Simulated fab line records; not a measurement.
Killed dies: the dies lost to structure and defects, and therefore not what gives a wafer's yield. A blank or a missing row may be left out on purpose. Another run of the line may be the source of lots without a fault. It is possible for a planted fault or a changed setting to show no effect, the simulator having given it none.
2 desks, one fault + flow n5-finfet + what lay behind the numbers comes last; until then each desk has only its own

## THE DEFECT DESK
What the inspections along the route counted, lot by lot: means of the sampled wafers that have a number. The brackets show how far a lot's mean lies from the usual mean; more than 4 standard deviations puts the lot out of limits, marked OUT.
Columns: A = raw-defect-count at N5_BEOL_M8_INSPECT_30, usual 397
| lot  | first seen here | A   |
|------|-----------------|-----|
| L438 | day 9 05:04     | 349 |
| L440 | day 10 04:19    | 394 |
| L441 | day 10 14:59    | 312 |
| L443 | day 10 23:34    | 515 |
| L444 | day 11 03:15    | 455 |
| L445 | day 11 06:41    | 359 |
| L448 | day 12 10:31    | 390 |
| L455 | day 13 16:34    | 373 |
| L456 | day 14 07:38    | 379 |
| L461 | day 15 16:06    | 317 |
This desk found nothing out of limits on any of the 10 lots.

## AT THE TOOL OWNER'S DESK: rie-diel-02
The tool's own readings at N5_BEOL_M8_VIA_ETCH_34 (etches SiCOH lowk in C4F6/O2, target depth 125.5 nm, time 50.5 s): means of the sampled wafers that have a number, for each lot that ran on this tool. The brackets show how far a lot's mean lies from the usual mean; more than 4 standard deviations puts the lot out of limits, marked OUT. 7 of its 8 readings are shown: the first one out of limits and those lying furthest out on some lot.
Columns: A = bias-w at N5_BEOL_M8_VIA_ETCH_34, usual 185.0 W; B = drypump-motor-current-A at N5_BEOL_M8_VIA_ETCH_34, usual 5.8 A; C = oes_f_703_au at N5_BEOL_M8_VIA_ETCH_34, usual 0.77 a.u.; D = oes_o_777_au at N5_BEOL_M8_VIA_ETCH_34, usual 0.77 a.u.; E = rf-vpp-V at N5_BEOL_M8_VIA_ETCH_34, usual 665 V; F = showerhead-plenum-p-Torr at N5_BEOL_M8_VIA_ETCH_34, usual 2.79 Torr; G = throttle-valve-pct at N5_BEOL_M8_VIA_ETCH_34, usual 20.90 %
| lot  | first seen here | A               | B   | C    | D    | E              | F    | G     |
|------|-----------------|-----------------|-----|------|------|----------------|------|-------|
| L438 | day 9 05:29     | 184.9           | 6.1 | 0.74 | 0.74 | 668            | 2.85 | 20.74 |
| L440 | day 10 04:31    | 185.3           | 6.0 | 0.74 | 0.74 | 664            | 2.85 | 20.97 |
| L444 | day 11 03:28    | 185.0           | 5.9 | 0.74 | 0.74 | 662            | 2.82 | 21.06 |
| L448 | day 12 10:56    | 184.7           | 5.8 | 0.73 | 0.73 | 666            | 2.77 | 20.90 |
| L455 | day 13 16:47    | 197.2 (+23) OUT | 5.8 | 0.72 | 0.71 | 693 (+5.9) OUT | 2.79 | 21.28 |
| L456 | day 14 07:52    | 197.3 (+23) OUT | 5.9 | 0.71 | 0.71 | 701 (+7.6) OUT | 2.79 | 20.85 |
This desk's finding: out of limits on L455, L456; first on L455, day 13 16:47 (bias-w at N5_BEOL_M8_VIA_ETCH_34). In limits: L438, L440, L444, L448.

## PUT TOGETHER
At day 13 16:47, on L455, L456, the tool owner's desk was in a position to raise an alarm.
The defect desk saw nothing out of limits.
The defect desk has L455, L456 on record, within its limits.
Of the lots named, all ran N5_BEOL_M8_VIA_ETCH_34 on rie-diel-02.

## WHAT THE SIMULATOR PUT IN
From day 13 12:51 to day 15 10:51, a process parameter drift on rie-diel-02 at N5_BEOL_M8_VIA_ETCH_34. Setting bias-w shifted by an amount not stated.
Lots struck among those shown: L455, L456.
How many hours passed from the start of the fault until each desk's first out-of-limits reading: the tool owner's desk, 4.
